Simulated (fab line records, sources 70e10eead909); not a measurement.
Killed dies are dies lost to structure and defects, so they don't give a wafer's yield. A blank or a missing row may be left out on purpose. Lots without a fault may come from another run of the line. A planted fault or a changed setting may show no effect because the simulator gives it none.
Chamber matching | flow nand_harc | NHARC_P_CONTACT_DEP_30 on pecvd-04: 3 sister chambers
The step deposits SiNx, target thk 30 nm. 27 wafers are shown with their chamber, then 12 later ones without.

WAFERS WITH THEIR CHAMBER
wafer  | chamber | heater_power_w (W)
L074.3 | 2       | 729
L074.4 | 1       | 750
L074.6 | 2       | 721
L077.1 | 2       | 814
L077.4 | 0       | 878
L077.6 | 2       | 803
L078.1 | 0       | 942
L078.5 | 2       | 769
L078.6 | 0       | 951
L080.1 | 1       | 627
L080.4 | 0       | 959
L080.5 | 1       | 628
L081.2 | 0       | 802
L081.3 | 2       | 789
L081.6 | 0       | 798
L085.1 | 1       | 751
L085.3 | 2       | 774
L085.5 | 0       | 923
L088.3 | 1       | 723
L088.4 | 0       | 848
L088.6 | 1       | 771
L090.3 | 1       | 663
L090.4 | 2       | 793
L090.5 | 1       | 654
L091.3 | 2       | 742
L091.5 | 0       | 1011
L091.6 | 1       | 767

SIGNATURES (means of the wafers above)
reading        | chamber 0 | chamber 1 | chamber 2 | scatter within a chamber
heater_power_w | 901.33    | 703.78    | 770.44    | 58.3
Rule: a wafer's distance from a chamber is the root of the sum, over the readings, of the square of ((its reading less the chamber's mean) divided by the reading's scatter). The wafer belongs to the nearest chamber; if the next one is less than 2 further off, it can't be placed. The scatter: the root of (the sum of the squares of (reading less its chamber's mean) over the shown wafers, divided by (wafers less chambers)).

WAFERS WITHOUT THEIR CHAMBER
wafer  | heater_power_w (W)
L093.1 | 769
L093.2 | 916
L093.6 | 779
L094.2 | 896
L094.3 | 690
L094.6 | 685
L095.2 | 761
L095.3 | 745
L095.4 | 755
L097.1 | 655
L097.5 | 923
L097.6 | 687

WHICH CHAMBER EACH WENT THROUGH
wafer  | from the rows above          | in truth
L093.1 | can't be placed: 2 or 1      | 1
L093.2 | 0                            | 0
L093.6 | can't be placed: 2 or 1 or 0 | 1
L094.2 | 0                            | 0
L094.3 | can't be placed: 1 or 2      | 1
L094.6 | can't be placed: 1 or 2      | 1
L095.2 | can't be placed: 2 or 1      | 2
L095.3 | can't be placed: 2 or 1      | 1
L095.4 | can't be placed: 2 or 1      | 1
L097.1 | can't be placed: 1 or 2      | 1
L097.5 | 0                            | 0
L097.6 | can't be placed: 1 or 2      | 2
Placed correctly: 3 of 12. Can't be placed from these rows: 9 (the true chamber is among the candidates in 9). Placed wrongly: 0.
